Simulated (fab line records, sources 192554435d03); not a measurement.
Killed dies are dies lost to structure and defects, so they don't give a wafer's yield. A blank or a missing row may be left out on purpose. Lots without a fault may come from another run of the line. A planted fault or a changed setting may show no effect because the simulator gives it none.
Which tool did it? | flow n5_finfet | 12 lots, 36 wafers sampled, at 1 step of a route of 1938

WHAT THE GAUGES READ, wafer by wafer
N5_MIM_BOT_LITHO_INSPECT_12: inspects for defects (macro). Usual: raw_defect_count 2.1, standard deviation 1.5.
lot  | measured     | on                | raw_defect_count | flag
L522 | day 12 17:23 | defect_inspect-02 | 4 2 1            |
L523 | day 12 21:44 | defect_inspect-01 | 7 3 1            |
L526 | day 13 01:41 | defect_inspect-01 | 2 3 5            |
L527 | day 13 03:36 | defect_inspect-01 | 1 1 4            |
L528 | day 13 17:28 | defect_inspect-02 | 1 1 1            |
L529 | day 13 23:44 | defect_inspect-01 | 1 3 1            |
L530 | day 14 05:17 | defect_inspect-01 | 2 0 0            |
L539 | day 16 12:48 | defect_inspect-01 | 1 3 2            |
L543 | day 16 19:10 | defect_inspect-02 | 3 2 1            |
L541 | day 17 06:02 | defect_inspect-02 | 4 1 5            |
L542 | day 17 06:58 | defect_inspect-01 | 4 2 2            |
L545 | day 17 16:23 | defect_inspect-02 | 2 1 0            |

WHICH TOOL RAN EACH LOT (tool, then ch and the chambers of the sampled wafers, then the start)
The record holds no process step before these readings.

WHAT THE TOOLS THEMSELVES READ (means of the sampled wafers that have a number; where no wafer has one, the mark that the record gives instead)
The record holds no such reading with a usual standard deviation.

THE ANSWER, worked out from the rows above alone
Rule: a lot is off if the mean of its wafers that have a number lies more than 3 standard deviations from the usual mean. A lot without any number at a reading at which 4 lots or more have one is off too. The other lots that the step has rows for count as sound. The gauges are gone through in route order, then the tools' own readings, and for those a lot's mean is taken as printed above. The first step at which some lot is off is used, and at that step the reading that is off furthest; a lot without a number counts as furthest.
No lot is off at any reading shown: from this, nothing can be told.

WHAT THE SIMULATOR HAD PUT IN
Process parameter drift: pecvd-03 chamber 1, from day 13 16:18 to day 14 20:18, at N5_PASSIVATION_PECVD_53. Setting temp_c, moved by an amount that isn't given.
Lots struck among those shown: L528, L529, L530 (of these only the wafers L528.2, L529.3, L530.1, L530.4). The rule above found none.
